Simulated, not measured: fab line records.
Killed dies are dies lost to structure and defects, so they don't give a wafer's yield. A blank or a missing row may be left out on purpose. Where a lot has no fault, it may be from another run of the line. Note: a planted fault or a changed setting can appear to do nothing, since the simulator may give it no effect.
Chamber matching | flow nand-harc | NHARC_P_M1_DESCUM_14 on rie-diel-10 has 4 sister chambers
The step chemistry O2, time 3 s. 4 wafers are shown with their chamber, then 9 later ones without.

## EACH WAFER AND ITS CHAMBER
wafer  | chamber | drypump-motor-current-A (A)
L085.1 | 3       | 5.9
L092.1 | 2       | 5.3
L092.4 | 0       | 6.0
L092.5 | 1       | 5.1

## WAFERS WITH NO CHAMBER GIVEN
wafer  | drypump-motor-current-A (A)
L094.2 | 5.9
L094.3 | 5.0
L094.5 | 5.9
L095.1 | 5.9
L095.3 | 6.0
L095.6 | 5.9
L097.1 | 6.0
L097.3 | 5.1
L097.4 | 5.3

## WHICH CHAMBER EACH ONE RAN IN
wafer  | from the rows above | in truth
L094.2 | 3                   | 3
L094.3 | 1                   | 1
L094.5 | 3                   | 3
L095.1 | 3                   | 3
L095.3 | 0                   | 0
L095.6 | 3                   | 3
L097.1 | 0                   | 0
L097.3 | 1                   | 1
L097.4 | 2                   | 2
Placed correctly: 9 of 9. Can't be placed from these rows: 0. Number placed wrongly: 0.
How it was worked out, from the rows above alone: a wafer's distance from a chamber is the root of the sum, over the readings, of the square of ((its reading less the chamber's mean) divided by the reading's scatter). The wafer belongs to the nearest chamber; if the next one is less than 2 further off, it can't be placed. For every chamber, the mean is computed from those of its wafers that are shown. The scatter: root of mean squared gap, hidden wafer to nearest shown wafer, with one shown wafer a chamber.
